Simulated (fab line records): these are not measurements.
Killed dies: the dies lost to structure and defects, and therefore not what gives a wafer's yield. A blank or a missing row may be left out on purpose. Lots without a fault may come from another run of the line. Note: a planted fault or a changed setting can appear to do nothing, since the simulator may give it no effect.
A lot that was struck, set against a sound lot :: flow nand harc :: 14 out of 1302 route steps
Sound: these wafers, L109.2, L109.3, L109.6. Struck: wafers L117.3, L117.4, L117.5. Last of all comes the cause.
At each step with rows: each side's tool, then ch and its chambers, then its first start. Under that, the readings that differ: sound wafers :: struck wafers :: difference of the means :: sigmas: that difference in standard deviations of wafers without a fault.
alike: readings whose means differ by less than 2 such deviations, and words and numbers that are the same on both sides. not compared: withheld readings, readings that some wafer has no value for, bounds like >300 that may hide the same value, and numbers for which the record gives no deviation and whose values overlap.
The two part at a step that has a row with sigmas, a row that says differs or no value, or rows on one side only. Non-overlapping numbers with no deviation appear without sigmas and do not part them. A reading missing from all wafers of one side parts the sides only when that side holds two or more wafers.

first, 6 steps without rows for these wafers: NHARC_A_STAIRCASE_EXPOSE_181 (exposes mask STAIR 2); NHARC_A_STAIRCASE_PEB_182 (peb time 130 s); NHARC_A_STAIRCASE_DEVELOP_183 (time 140 s); NHARC_A_STAIRCASE_HARDBAKE_185 (time 140 s); NHARC_A_STAIRCASE_DESCUM_186 (chemistry O2, time 3 s); NHARC_A_STAIRCASE_TRIM_187 (chemistry O2, time 211.2 s).
NHARC_A_STAIRCASE_ETCH_188: etches the open film in C4F8/O2, target depth 100 nm, time 40.5 s.
  sound on rie diel-11 ch 0,3; struck on rie diel-11 ch 0,1,3
  alike: chamber pressure mTorr, oes product au, rf vpp V
  not compared: rf hours counter h
NHARC_A_STAIRCASE_TRIM_189: chemistry O2, time 211.2 s.
  sound on rie diel-11 ch 1,2; struck on rie diel-11 ch 0,1,2
  alike: chamber pressure mTorr, drypump motor current A, oes product au, rf vpp V, run length s, showerhead plenum p Torr, throttle valve pct
  not compared: rf hours counter h
then, 1 step without rows for these wafers: NHARC_A_STAIRCASE_ETCH_190 (etches the open film in C4F8/O2, target depth 100 nm, time 40.5 s).
NHARC_A_STAIRCASE_TRIM_191: chemistry O2, time 211.2 s.
  sound on rie diel-11 ch 0,1; struck on rie diel-11 ch 0,3
  alike: chamber pressure mTorr, drypump motor current A, oes product au, rf vpp V, run length s, showerhead plenum p Torr, throttle valve pct
  not compared: rf hours counter h
NHARC_A_STAIRCASE_ETCH_192: etches the open film in C4F8/O2, target depth 100 nm, time 40.5 s.
  sound on rie diel-11 ch 0,3; struck on rie diel-11 ch 0,2,3
  alike: chamber pressure mTorr, oes product au, rf vpp V
  not compared: rf hours counter h
NHARC_A_STAIRCASE_TRIM_193: chemistry O2, time 211.2 s.
  sound on rie diel-11 ch 1,3, day 16 15:09; struck on rie diel-11 ch 1,2,3, day 20 20:34
reading: run length s (s)
sound: 232.3 232.7 232.3
struck: 187.3 187.3 187.4
difference: -45.1
sigmas: -99 or more
  alike: chamber pressure mTorr, drypump motor current A, oes product au, rf vpp V, showerhead plenum p Torr, throttle valve pct
  not compared: rf hours counter h
NHARC_A_STAIRCASE_ETCH_194: etches the open film in C4F8/O2, target depth 100 nm, time 40.5 s.
  sound on rie diel-11 ch 1,2,3; struck on rie diel-11 ch 0,2
  alike: chamber pressure mTorr, oes product au, rf vpp V
  not compared: rf hours counter h
NHARC_END_SORT_01:
  the record has rows for the sound wafers here (prober-02 ch 0, day 26 00:49) and none for the struck ones

== WHERE THEY PART ==
Last at NHARC_END_SORT_01 as far as this record goes, first at NHARC_A_STAIRCASE_TRIM_193.

WHY: whatever the simulator had introduced
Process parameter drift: rie diel-11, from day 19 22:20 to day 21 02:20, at NHARC_A_STAIRCASE_TRIM_193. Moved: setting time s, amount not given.
